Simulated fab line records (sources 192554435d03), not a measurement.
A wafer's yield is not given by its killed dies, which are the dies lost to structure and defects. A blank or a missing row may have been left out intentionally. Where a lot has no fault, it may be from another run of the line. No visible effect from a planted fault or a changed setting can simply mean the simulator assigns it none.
A single fault, viewed from 2 desks -- flow n5Finfet -- only its own numbers are on each desk; what lay behind them is given at the end
Where a reading is given only as a bound, like >300, the bound stands for it, and a mean or a difference that rests on one is marked > or <: the true number lies beyond.

FOR THE TOOL OWNER'S DESK: plasmaAsher-01
The tool's own readings at N5_BEOL_M13_STRIP_64 (strips in N2/H2): means of the sampled wafers that have a number, for each lot that ran on this tool. A lot is out of limits, marked OUT, if its mean lies more than 4 standard deviations from the usual mean; the brackets give that distance.
Columns: A = drypumpMotorCurrentA at N5_BEOL_M13_STRIP_64, usual 5.80 A; B = heaterPowerW at N5_BEOL_M13_STRIP_64, usual 335 W; C = oesProductAu at N5_BEOL_M13_STRIP_64, usual 0.715 a.u.; D = stripTimeToEndpointS at N5_BEOL_M13_STRIP_64, usual 31.30 s
lot,first seen here,A,B,C,D
L887,day 12 16:03,5.95,339,0.714,31.38
L892,day 12 19:00,5.94,336,0.710,31.40
L891,day 13 05:44,5.95,333,0.711,31.31
L894,day 13 21:16,5.89,340,0.711,31.23
This desk's verdict: no lot among the 4 shows anything out of limits.

THE DEFECT DESK
Inspection counts along the route, by lot: the mean over sampled wafers that carry a number. A lot is out of limits, marked OUT, if its mean lies more than 4 standard deviations from the usual mean; the brackets give that distance.
Columns: A = rawDefectCount at N5_BEOL_M13_INSPECT_30, usual 1.9
lot,first seen here,A
L887,day 12 16:35,2.0
L892,day 12 19:40,>101 (>+66) OUT
L891,day 13 06:16,>102 (>+67) OUT
L894,day 13 21:47,>201 (+99 or more) OUT
L904,day 16 14:44,1.7
This desk finds L891, L892, L894 out of limits, L892 being first, at day 12 19:40 (rawDefectCount at N5_BEOL_M13_INSPECT_30). Within limits: L887, L904.

PUT TOGETHER
The defect desk could have raised an alarm at day 12 19:40, on L891, L892, L894.
The desk of the tool owner found nothing out of limits.
Tool owner's desk: L891, L892, L894 on record, inside its limits.
All the named lots went through N5_BEOL_M13_STRIP_64 on plasmaAsher-01.

WHAT HAD BEEN PUT IN BY THE SIMULATOR
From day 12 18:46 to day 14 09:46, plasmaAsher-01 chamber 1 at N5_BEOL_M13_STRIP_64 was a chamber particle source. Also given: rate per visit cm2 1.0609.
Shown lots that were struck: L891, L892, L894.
Hours from the fault's start to each desk's first reading out of limits: the defect desk, 1.
